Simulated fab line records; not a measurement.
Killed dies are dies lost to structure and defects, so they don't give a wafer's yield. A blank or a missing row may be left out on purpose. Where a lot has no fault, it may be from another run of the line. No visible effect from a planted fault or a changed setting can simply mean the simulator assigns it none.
fab line records	flow nand-harc
record: lots: 13	wafers: 39	last-day: 33
route steps=1302 shown A_M1@1195 A_BONDPAD@1204 END@1302
lots untouched by any fault: they come from a run of this same line in which no faults occurred
start-h: hours from the record's first day to the start of the lot's first wafer shown	wait-h: hours from the lot's prior step to this one	" identical to the entry in the row above	L1.1+2: a row that stands for several wafers	- no value, or no start given	* or withheld: withheld	< > ~ a bound
route shown NAME@n: NAME is a module with steps in the file, n the number in the route of the first one	usual: mean/standard deviation taken from wafers without a fault	same: alike in all rows	chamber/n: place in a boat	sites: the reading at each site	_std_site: how widely they spread, as a standard deviation	_edge_site: inner sites' mean taken away from outer sites' mean	radius-mm: for every site, how far away it sits from the centre of the wafer	mask NAME#n: copy n	behind: the tool/chamber that last shaped the wafer	hold: what put the lot on hold/how long, in hours/how the hold closed	device: the transistor (n, p or np) that didn't switch	end of line: at the end of the route, the tests of the same wafers	a step without rows: its recipe alone	killed: dies lost to structure and defects at the first sort, not the wafer's yield	map: per-die view of a wafer (x killed, . not killed, _ where there is no die)
set.NAME: the setting as run; set.NAME@STEP: as run at that earlier step	model.NAME: the simulator's own value behind a step, which no gauge read
route steps across a sampled set of lots; one table per step, one row per wafer
services: a tool's chamber out of use, with start hour (start-h, from the record's first day; less than 0 if before it), hours out, and reason
== steps ==
step: NHARC_A_M1_CMP_23
recipe: t-overpolish-s: 20	target-thk-nm: 154.34
usual: motor-current-A: 12.0/1.3	time-to-endpoint-s: 27.7/2.7
lot.wafer	tool	chamber	start-h	wait-h	motor-current-A	time-to-endpoint-s
L434.4	cmp-02	1	525.71	-	12.2	31.9
L434.1	"	2	"	"	13.4	32.2
L434.5	"	2	"	"	13.6	32.1
L438.4	cmp-02	0	561.32	-	10.7	27.4
L438.2	"	1	"	"	11.7	30.8
L438.3	"	3	"	"	12.2	26.0
L436.3	cmp-03	2	562.25	-	13.4	27.3
L436.1	"	0	"	"	11.2	24.1
L436.5	"	3	"	"	11.8	29.1
L439.1	cmp-02	0	563.22	-	10.9	27.5
L439.4	"	2	"	"	13.0	31.4
L439.6	"	1	"	"	12.3	29.0
L437.1	cmp-03	0	570.99	-	11.7	25.5
L437.4	"	1	"	"	11.0	28.9
L437.3	"	3	"	"	11.0	30.3
L441.3	cmp-04	2	579.33	-	14.5	22.9
L441.2	"	3	"	"	10.1	26.5
L441.6	"	1	"	"	11.6	22.3
L444.1	cmp-04	0	612.72	-	11.2	27.2
L444.2	"	3	"	"	10.8	31.4
L444.6	"	0	"	"	11.0	30.8
L442.2	cmp-03	0	613.84	-	11.9	24.4
L442.5	"	2	"	"	13.7	27.0
L442.6	"	3	"	"	11.3	27.9
L443.4	cmp-03	0	615.02	-	12.0	26.3
L443.3	"	1	"	"	11.7	30.2
L443.2	"	2	"	"	12.8	27.5
L445.3	cmp-03	1	650.27	-	10.8	30.4
L445.1	"	2	"	"	13.9	31.6
L445.6	"	0	"	"	12.1	25.3
L450.2	cmp-04	0	682.19	-	11.7	32.6
L450.3	"	1	"	"	11.2	25.4
L450.6	"	0	"	"	11.1	30.9
L453.4	cmp-02	2	699.59	-	13.2	27.8
L453.1	"	3	"	"	12.1	25.7
L453.5	"	0	"	"	10.8	25.6
L456.2	cmp-02	1	741.82	-	13.1	27.7
L456.1	"	3	"	"	12.3	26.1
L456.6	"	1	"	"	12.6	27.2
step: NHARC_A_BONDPAD_THK_MEAS_30
recipe: thk-meas-gauge: ellipsometry
usual: thk-nm: 199.6/1.4
lot.wafer	tool	chamber	start-h	wait-h	thk-nm
L434.1	film-metro-01	-	527.59	0.2	200.1
L434.4	"	-	"	"	201.3
L434.5	"	-	"	"	201.5
L438.2	film-metro-02	-	563.16	0.2	199.3
L438.3	"	-	"	"	198.8
L438.4	"	-	"	"	202.8
L436.1	film-metro-02	-	564.07	0.2	199.1
L436.3	"	-	"	"	200.4
L436.5	"	-	"	"	199.6
L439.1	film-metro-01	-	565.08	0.1	201.7
L439.4	"	-	"	"	199.2
L439.6	"	-	"	"	199.3
L437.1	film-metro-02	-	572.86	0.2	200.6
L437.3	"	-	"	"	201.9
L437.4	"	-	"	"	198.0
L441.2	film-metro-01	-	581.15	0.2	197.7
L441.3	"	-	"	"	199.7
L441.6	"	-	"	"	199.7
L444.1	film-metro-01	-	614.56	0.2	200.2
L444.2	"	-	"	"	197.7
L444.6	"	-	"	"	199.0
L442.2	film-metro-01	-	615.63	0.2	198.7
L442.5	"	-	"	"	200.1
L442.6	"	-	"	"	198.9
L443.2	film-metro-02	-	616.86	0.2	200.1
L443.3	"	-	"	"	198.2
L443.4	"	-	"	"	198.4
L445.1	film-metro-01	-	652.06	0.2	199.4
L445.3	"	-	"	"	200.0
L445.6	"	-	"	"	198.2
L450.2	film-metro-02	-	684.02	0.2	199.5
L450.3	"	-	"	"	199.2
L450.6	"	-	"	"	197.9
L453.1	film-metro-02	-	701.37	0.1	201.2
L453.4	"	-	"	"	200.2
L453.5	"	-	"	"	201.9
L456.1	film-metro-02	-	743.61	0.2	198.6
L456.2	"	-	"	"	198.7
L456.6	"	-	"	"	198.1
step: NHARC_A_BONDPAD_ETCH_12
recipe: target-depth-a: 2200	time-s: 110	chf3-flow-sccm: 50	o2-flow-sccm: 10	ar-flow-sccm: 200	rf-w: 500	bias-w: 200	chemistry: CHF3/O2
usual: drypump-motor-current-A: 5.7/0.43	oes-product-au: 0.946/0.024	rf-fwd-power-W: 497.3/1.6	rf-vpp-V: 370.4/2.3	showerhead-plenum-p-Torr: 2.39/0.1	throttle-valve-pct: 20.573/0.0086
lot.wafer	tool	chamber	start-h	wait-h	drypump-motor-current-A	oes-product-au	rf-fwd-power-W	rf-hours-counter-h	rf-vpp-V	showerhead-plenum-p-Torr	throttle-valve-pct
L434.1	rie-diel-03	2	528.42	-	5.9	0.968	493.7	1	372.7	2.51	20.565
L434.4	"	0	"	"	5.5	0.965	496.8	1	368.6	2.30	20.577
L434.5	"	2	"	"	5.9	0.971	496.2	-	372.7	2.51	20.577
L438.3	rie-diel-05	3	564.14	-	5.4	0.931	493.9	24	370.0	2.28	20.571
L438.2	"	1	"	"	5.8	0.946	496.1	24	366.5	2.25	20.571
L438.4	"	2	"	"	6.5	0.928	498.6	24	366.2	2.22	20.561
L436.3	rie-diel-05	0	565.06	-	6.1	0.924	495.0	25	373.9	2.54	20.580
L436.1	"	1	"	"	5.8	0.930	499.1	24	366.1	2.25	20.578
L436.5	"	3	"	"	5.4	0.919	497.0	-	368.6	2.28	20.579
L439.1	rie-diel-03	0	566.08	-	5.5	0.918	499.7	2	369.7	2.30	20.573
L439.6	"	0	"	"	5.5	0.915	500.2	-	366.9	2.30	20.576
L439.4	"	1	"	"	6.1	0.929	496.8	-	372.8	2.47	20.585
L437.1	rie-diel-03	0	573.72	-	5.5	0.922	497.6	3	368.7	2.30	20.569
L437.3	"	1	"	"	6.1	0.911	498.8	3	371.9	2.47	20.568
L437.4	"	0	"	"	5.5	0.921	497.8	-	368.1	2.30	20.579
L441.2	rie-diel-03	3	582.14	-	5.1	0.938	495.4	3	371.1	2.41	20.569
L441.3	"	1	"	"	6.1	0.925	496.3	3	372.2	2.47	20.582
L441.6	"	3	"	"	5.1	0.931	496.3	-	369.8	2.41	20.558
L444.2	rie-diel-03	3	615.39	-	5.1	0.923	496.8	3	371.8	2.41	20.583
L444.1	"	2	"	"	5.8	0.926	497.5	2	373.1	2.51	20.565
L444.6	"	3	"	"	5.1	0.920	498.4	-	372.1	2.41	20.578
L442.2	rie-diel-03	1	616.61	-	6.1	0.930	497.6	4	371.6	2.47	20.588
L442.5	"	0	"	"	5.5	0.943	497.4	-	367.7	2.30	20.574
L442.6	"	1	"	"	6.1	0.942	497.0	-	371.0	2.47	20.567
L443.3	rie-diel-03	0	617.81	-	5.5	0.962	495.5	4	368.7	2.30	20.564
L443.4	"	1	"	"	6.1	0.971	495.0	4	373.6	2.47	20.573
L443.2	"	3	"	"	5.1	0.967	497.5	4	371.1	2.41	20.594
L445.1	rie-diel-03	1	653.03	-	6.0	0.969	494.9	0	372.6	2.47	20.569
L445.3	"	2	"	"	5.9	1.001	499.0	0	373.6	2.51	20.569
L445.6	"	0	"	"	5.5	0.971	498.7	-	367.3	2.30	20.569
L450.3	rie-diel-03	3	684.98	-	5.1	1.194	695.1	1	369.1	2.41	20.588
L450.2	"	0	"	"	5.5	1.210	695.6	1	370.1	2.30	20.577
L450.6	"	0	"	"	5.5	1.199	696.6	-	369.1	2.30	20.578
L453.1	rie-diel-03	0	702.19	-	5.5	1.148	699.2	2	367.7	2.30	20.571
L453.4	"	3	"	"	5.1	1.150	695.1	2	371.7	2.41	20.582
L453.5	"	0	"	"	5.5	1.150	699.4	-	368.7	2.30	20.584
L456.1	rie-diel-05	0	744.58	-	6.1	0.918	500.4	28	371.9	2.53	20.569
L456.2	"	2	"	"	6.4	0.920	499.2	28	373.4	2.59	20.583
L456.6	"	0	"	"	6.1	0.911	500.0	-	371.3	2.53	20.581
step: NHARC_A_BONDPAD_ANNEAL_28
recipe: temp-c: 225	time-s: 90
usual: wafer_temp_C_max: 226.1/0.47
lot.wafer	tool	chamber	start-h	wait-h	wafer_temp_C_max
L434.1	rtp-anneal-02	0	529.92	-	226.4
L434.4	"	0	"	"	226.2
L434.5	"	0	"	"	226.1
L438.2	rtp-anneal-02	0	565.75	-	225.8
L438.3	"	0	"	"	226.6
L438.4	"	0	"	"	226.3
L436.1	rtp-anneal-02	0	566.55	-	226.3
L436.3	"	0	"	"	226.2
L436.5	"	0	"	"	226.8
L439.1	rtp-anneal-01	0	567.63	-	225.9
L439.4	"	0	"	"	225.7
L439.6	"	0	"	"	225.5
L437.1	rtp-anneal-01	0	575.28	0.3	225.7
L437.3	"	0	"	"	225.6
L437.4	"	0	"	"	225.5
L441.2	rtp-anneal-01	0	583.70	0.3	225.4
L441.3	"	0	"	"	225.4
L441.6	"	0	"	"	225.5
L444.1	rtp-anneal-02	0	616.88	0.3	226.7
L444.2	"	0	"	"	226.3
L444.6	"	0	"	"	226.4
L442.2	rtp-anneal-02	0	618.21	-	226.7
L442.5	"	0	"	"	226.4
L442.6	"	0	"	"	226.4
L443.2	rtp-anneal-02	0	619.41	-	226.5
L443.3	"	0	"	"	225.9
L443.4	"	0	"	"	226.0
L445.1	rtp-anneal-02	0	654.52	-	226.6
L445.3	"	0	"	"	226.6
L445.6	"	0	"	"	226.7
L450.2	rtp-anneal-02	0	686.52	-	226.9
L450.3	"	0	"	"	226.3
L450.6	"	0	"	"	226.6
L453.1	rtp-anneal-02	0	703.97	-	226.5
L453.4	"	0	"	"	226.4
L453.5	"	0	"	"	226.1
L456.1	rtp-anneal-01	0	746.07	0.3	225.7
L456.2	"	0	"	"	225.4
L456.6	"	0	"	"	225.5
step: NHARC_END_SORT_01
recipe: temp-c: 25
usual: defect-limited-yield: 91.1/2.7	killed-at-array: 55/19	killed-at-other: 0.6/0.99	killed-at-periphery: 4.2/2.6	killed-dies: 60/18	killed-open: 3.4/1.7	killed-short: 2.3/1.5
same: gross-dies: 677
lot.wafer	tool	chamber	start-h	wait-h	defect-limited-yield[%]	killed-at-array	killed-at-other	killed-at-periphery	killed-dies	killed-open	killed-short
L439.1	prober-01	0	595.74	2.5	88.9	68	1	6	75	2	3
L439.4	prober-01	0	598.13	3.4	92.2	43	4	6	53	2	2
L439.6	prober-01	0	599.72	4.0	90.0	61	1	6	68	2	1
L441.2	prober-02	0	615.93	2.8	87.9	79	0	3	82	3	2
L441.3	prober-02	0	616.73	3.1	87.7	77	0	6	83	2	2
L441.6	prober-02	0	619.13	4.0	89.4	65	0	7	72	4	3
L444.1	prober-02	0	645.39	2.5	89.5	63	0	8	71	1	2
L444.2	prober-02	0	646.19	2.8	90.7	60	0	3	63	3	3
L444.6	prober-02	0	649.41	4.0	90.7	57	0	6	63	3	2
L442.2	prober-01	0	646.21	2.8	93.2	41	2	3	46	2	4
L442.5	prober-01	0	648.61	3.7	92.5	41	2	8	51	3	1
L442.6	prober-01	0	649.41	4.0	93.1	40	0	7	47	2	2
L443.2	prober-01	0	653.97	2.8	91.4	54	2	2	58	3	2
L443.3	prober-01	0	654.77	3.1	90.7	57	0	6	63	3	3
L443.4	prober-01	0	655.57	3.4	89.8	66	0	3	69	2	2
L453.1	prober-01	0	732.79	2.8	93.8	36	0	6	42	5	3
L453.4	prober-01	0	735.17	3.7	93.6	40	0	3	43	3	3
L453.5	prober-01	0	735.96	4.0	95.3	29	0	3	32	5	3
killed by level:class
L439.1 A_CHANNEL_HOLE_D2:chamber-film-flake=34 A_CHANNEL_HOLE_D1:chamber-film-flake=24 A_CONTACT:chamber-film-flake=3 P_ZERO_WELL:chamber-film-flake=2 P_STI:geometric-particle:short=1 A_ONON_D2:geometric-particle:short=1 A_CHANNEL_FILL_D2:geometric-particle:short=1 A_WL_FILL:geometric-particle:open=1
L439.4 A_CHANNEL_HOLE_D2:chamber-film-flake=15 A_CHANNEL_HOLE_D1:chamber-film-flake=14 P_ZERO_WELL:chamber-film-flake=3 A_STAIRCASE:chamber-film-flake=3 A_CONTACT:chamber-film-flake=3 HYBRID_BOND:chamber-film-flake=3 A_DECK1_JOINT:chamber-film-flake=2 A_M1:chamber-film-flake=2
L439.6 A_CHANNEL_HOLE_D1:chamber-film-flake=27 A_CHANNEL_HOLE_D2:chamber-film-flake=18 A_STAIRCASE:chamber-film-flake=5 A_CONTACT:chamber-film-flake=4 P_ZERO_WELL:chamber-film-flake=2 P_STI:chamber-film-flake=2 P_GATE:chamber-film-flake=2 A_CHANNEL_FILL_D2:chamber-film-flake=2
L441.2 A_CHANNEL_HOLE_D2:chamber-film-flake=34 A_CHANNEL_HOLE_D1:chamber-film-flake=27 A_STAIRCASE:chamber-film-flake=5 A_CONTACT:chamber-film-flake=4 P_ZERO_WELL:chamber-film-flake=2 A_SLIT:chamber-film-flake=2 A_CHANNEL_HOLE_D1:geometric-particle:open=1 A_CHANNEL_FILL_D1:geometric-particle:short=1
L441.3 A_CHANNEL_HOLE_D2:chamber-film-flake=34 A_CHANNEL_HOLE_D1:chamber-film-flake=26 A_CONTACT:chamber-film-flake=4 P_BONDPAD:chamber-film-flake=3 A_SLIT:chamber-film-flake=3 P_GATE:chamber-film-flake=2 A_STAIRCASE:chamber-film-flake=2 A_BLC:chamber-film-flake=2
L441.6 A_CHANNEL_HOLE_D1:chamber-film-flake=27 A_CHANNEL_HOLE_D2:chamber-film-flake=23 P_GATE:chamber-film-flake=5 A_STAIRCASE:chamber-film-flake=3 A_BLC:geometric-particle:open=2 A_SLIT:chamber-film-flake=2 A_CONTACT:chamber-film-flake=2 P_GATE:geometric-particle:open=1
L444.1 A_CHANNEL_HOLE_D1:chamber-film-flake=35 A_CHANNEL_HOLE_D2:chamber-film-flake=13 P_BONDPAD:chamber-film-flake=6 A_CHANNEL_FILL_D1:chamber-film-flake=3 A_CONTACT:chamber-film-flake=3 P_CONTACT:chamber-film-flake=2 A_STAIRCASE:chamber-film-flake=2 A_SLIT:chamber-film-flake=2
L444.2 A_CHANNEL_HOLE_D1:chamber-film-flake=26 A_CHANNEL_HOLE_D2:chamber-film-flake=20 P_BONDPAD:chamber-film-flake=3 A_STAIRCASE:chamber-film-flake=3 A_ONON_D2:geometric-particle:open=2 A_CONTACT:chamber-film-flake=2 A_CHANNEL_HOLE_D1:geometric-particle:short=1 A_CHANNEL_FILL_D1:geometric-particle:open=1
L442.2 A_CHANNEL_HOLE_D2:chamber-film-flake=16 A_CHANNEL_HOLE_D1:chamber-film-flake=6 A_SLIT:chamber-film-flake=6 A_CONTACT:chamber-film-flake=4 A_STAIRCASE:chamber-film-flake=3 A_CHANNEL_FILL_D2:geometric-particle:short=2 A_CHANNEL_FILL_D1:geometric-particle:short=1 A_ONON_D2:geometric-particle:open=1
L442.5 A_CHANNEL_HOLE_D2:chamber-film-flake=15 A_SLIT:chamber-film-flake=7 P_GATE:chamber-film-flake=4 A_CONTACT:chamber-film-flake=4 A_STAIRCASE:chamber-film-flake=4 A_WL_FILL:chamber-film-flake=4 A_CHANNEL_HOLE_D1:chamber-film-flake=3 THIN_TSV:chamber-film-flake=2
L444.6 A_CHANNEL_HOLE_D1:chamber-film-flake=22 A_CHANNEL_HOLE_D2:chamber-film-flake=12 A_CONTACT:chamber-film-flake=6 P_BONDPAD:chamber-film-flake=5 A_STAIRCASE:chamber-film-flake=3 A_CHANNEL_FILL_D2:chamber-film-flake=3 A_WL_FILL:chamber-film-flake=3 A_CHANNEL_FILL_D1:chamber-film-flake=2
L442.6 A_CHANNEL_HOLE_D2:chamber-film-flake=18 A_CHANNEL_HOLE_D1:chamber-film-flake=7 A_STAIRCASE:chamber-film-flake=6 P_GATE:chamber-film-flake=4 A_SLIT:chamber-film-flake=3 A_CONTACT:chamber-film-flake=3 P_M0:geometric-particle:open=1 P_M0:geometric-particle:short=1
L443.2 A_SLIT:chamber-film-flake=30 A_CHANNEL_HOLE_D2:chamber-film-flake=8 A_CHANNEL_HOLE_D1:chamber-film-flake=4 A_STAIRCASE:chamber-film-flake=3 A_CONTACT:chamber-film-flake=3 P_CONTACT:geometric-particle:open=1 A_CHANNEL_FILL_D2:geometric-particle:open=1 A_WL_FILL:geometric-particle:short=1
L443.3 A_SLIT:chamber-film-flake=35 A_CHANNEL_HOLE_D2:chamber-film-flake=8 A_CONTACT:chamber-film-flake=7 A_CHANNEL_HOLE_D1:chamber-film-flake=3 P_CONTACT:chamber-film-flake=2 P_CONTACT:geometric-particle:open=1 P_M0:geometric-particle:open=1 P_M0:geometric-particle:short=1
L443.4 A_SLIT:chamber-film-flake=33 A_CHANNEL_HOLE_D2:chamber-film-flake=14 A_CHANNEL_HOLE_D1:chamber-film-flake=7 A_CONTACT:chamber-film-flake=5 A_CHANNEL_FILL_D2:chamber-film-flake=2 A_WL_FILL:chamber-film-flake=2 P_CONTACT:geometric-particle:open=1 P_M1:geometric-particle:open=1
L453.1 A_CHANNEL_HOLE_D1:chamber-film-flake=16 A_SLIT:chamber-film-flake=8 A_STAIRCASE:chamber-film-flake=3 A_WL_FILL:chamber-film-flake=3 A_CONTACT:geometric-particle:open=2 A_CONTACT:chamber-film-flake=2 P_CONTACT:geometric-particle:short=1 P_CONTACT:geometric-particle:open=1
L453.4 A_CHANNEL_HOLE_D1:chamber-film-flake=18 A_SLIT:chamber-film-flake=8 A_CONTACT:chamber-film-flake=5 A_DECK1_JOINT:geometric-particle:short=3 A_WL_FILL:chamber-film-flake=3 P_GATE:geometric-particle:open=1 P_M1:geometric-particle:open=1 A_CONTACT:geometric-particle:open=1
L453.5 A_CHANNEL_HOLE_D1:chamber-film-flake=13 A_SLIT:chamber-film-flake=4 A_WL_FILL:chamber-film-flake=3 A_STAIRCASE:chamber-film-flake=2 P_M0:geometric-particle:open=1 P_M2:geometric-particle:short=1 A_CHANNEL_FILL_D1:geometric-particle:open=1 A_DECK1_JOINT:geometric-particle:short=1
== services ==
tool	chamber	start-h	hours	kind
cmp-04	-	503.14	4.0	pm
cmp-02	-	526.50	4.0	pm
cmp-02	-	534.16	3.2	repair
cmp-04	-	541.55	3.7	repair
cmp-03	-	554.08	4.0	pm
rie-diel-03	2	560.39	14.7	repair
cmp-04	-	561.49	0.8	repair
cmp-02	-	563.60	1.3	repair
cmp-04	-	563.85	8.7	repair
cmp-02	-	570.97	6.9	repair
rie-diel-05	-	583.65	9.0	pm
cmp-04	-	601.14	4.0	pm
rie-diel-05	0	617.74	2.8	repair
cmp-02	-	624.50	4.0	pm
rie-diel-03	-	635.30	9.0	pm
cmp-04	-	642.02	1.8	repair
rie-diel-03	-	644.40	0.2	repair
cmp-04	-	647.95	1.9	repair
cmp-03	-	652.08	4.0	pm
rie-diel-03	-	680.59	0.4	repair
cmp-02	-	693.20	2.3	repair
cmp-02	-	722.50	4.0	pm
rie-diel-03	0	732.20	18.8	repair
rtp-anneal-02	-	744.00	12.0	pm
== key ==
first-sign: step: NHARC_A_BONDPAD_ETCH_12	reading: rf-fwd-power-W	direction: up	sigmas: 99+	usual: *	struck: *
effect: step: NHARC_A_BONDPAD_ETCH_12	reading: oes-product-au	direction: up	sigmas: 9.7	usual: 0.946	struck: 1.175
met-at NHARC_A_BONDPAD_ETCH_12
struck-lots L450,L453
not-acting-at NHARC_A_M1_CMP_23,NHARC_A_BONDPAD_THK_MEAS_30,NHARC_A_BONDPAD_ANNEAL_28
onset-between 653.03 684.98
fault: kind: process-parameter-drift	tool: rie-diel-03	chamber: -	onset-h: 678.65	steps: NHARC_A_BONDPAD_ETCH_12	channel: rf-w	offset: *	shape: step	end-h: 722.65	acts-in: *	stated: *
